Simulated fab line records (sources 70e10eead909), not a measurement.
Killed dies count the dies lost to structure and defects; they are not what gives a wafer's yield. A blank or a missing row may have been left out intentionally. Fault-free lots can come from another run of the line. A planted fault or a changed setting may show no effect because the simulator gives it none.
Comparing a struck lot with a sound one ; flow nand harc ; 14 out of 1159 route steps
Sound: these wafers, L260.1, L260.2, L260.3. Struck: wafer L276.4. (L276.1, L276.5 of the same lot were not struck and are left out.) The cause comes at the end.
At each step with rows: each side's tool, then ch and its chambers, then its first start. Under that, the readings that differ: sound wafers ; struck wafers ; difference of the means ; sigmas: that difference in standard deviations of wafers without a fault.
alike: readings with means less than 2 such deviations apart, plus words and numbers identical on both sides. not compared: withheld readings, readings lacking a value on some wafer, bounds such as >300 that could conceal the same value, and numbers that have no deviation in the record and whose values overlap.
The two part at a step that has a row with sigmas, a row that says differs or no value, or rows on one side only. Non-overlapping numbers with no deviation appear without sigmas and do not part them. Lack of a reading on every wafer of one side parts them only where that side has two or more wafers.

NHARC_P_M1_CMP_23: polishes, t overpolish 20 s, target thk 157.82 nm.
  sound on cmp-04 ch 0,1,2, day 6 20:26; struck on cmp-04 ch 1, day 10 15:08
  alike: motor current A, time to endpoint s
NHARC_P_M1_THK_MEAS_24: measures by xrf.
  struck on film metro-01, day 10 15:26; sound on film metro-01, day 6 20:44
  alike: thk nm
following that, these wafers have no rows for 1 step: NHARC_P_M1_SRD_25.
NHARC_P_M1_INSPECT_27:
  struck on defect inspect-01, day 10 15:35; sound on defect inspect-02, day 6 20:54
  alike: raw defect count
NHARC_P_M1_PRE_CLEAN_32: time 12 s.
  sound on pecvd-03 ch 0,1,2, day 6 20:58; struck on pecvd-02 ch 0, day 10 15:40
reading;sound;struck;difference;sigmas
heater power w (W);572 563 619;782;+197;+3
NHARC_P_M1_DEP_33: deposits SiCN, target thk 30 nm.
  sound on pecvd-03 ch 0,1,2, day 6 21:03; struck on pecvd-02 ch 0, day 10 15:46
  alike: heater power w
then, 5 steps without rows for these wafers: NHARC_P_M2_DEP_00 (deposits SiOC, target thk 182.5 nm); NHARC_P_M2_DEHYDRATE_01 (time 120 s); NHARC_P_M2_HMDS_02 (time 30 s); NHARC_P_M2_COAT_34 (time 65 s); NHARC_P_M2_COAT_03 (resist thk 90 nm).
NHARC_P_M2_SOFTBAKE_04: time 55 s.
  sound on litho track-06 ch 0, day 6 21:00; struck on litho track-06 ch 0, day 10 16:00
reading;sound;struck;difference;sigmas
heater power total W (W);188.33 188.79 188.36;323.01;+134.52;+99 or more
following that, these wafers have no rows for 1 step: NHARC_P_M2_EBR_05.
-- break in the record here, with 14 days between the starts of the struck wafers on either side (left off in module P_M2, picked up again in module END, where the first step shown is number 1159 on the route) --
NHARC_END_SORT_01:
  sound on prober-01 ch 0, day 20 00:27; struck on prober-02 ch 0, day 24 19:07
reading;sound;struck;difference;sigmas
defect limited yield (%);92.6 95.1 94.4;97.6;+3.6;+2
killed at periphery;12 6 11;1;-9;-3
killed dies;50 33 38;16;-24;-2
sort_bin_4_pct (%);5.2 3.0 3.5;1.5;-2.4;-2
sort n pass;627 644 639;661;+24;+2
sort yield pct (%);92.6 95.1 94.4;97.6;+3.6;+2
  alike: killed at array, killed at other, killed open, killed short, sort_bin_2_pct, sort_bin_3_pct, sort rim yield pct

== WHERE THEY PART ==
Last at NHARC_END_SORT_01 as far as this record goes, first at NHARC_P_M1_PRE_CLEAN_32.

WHY: whatever the simulator had introduced
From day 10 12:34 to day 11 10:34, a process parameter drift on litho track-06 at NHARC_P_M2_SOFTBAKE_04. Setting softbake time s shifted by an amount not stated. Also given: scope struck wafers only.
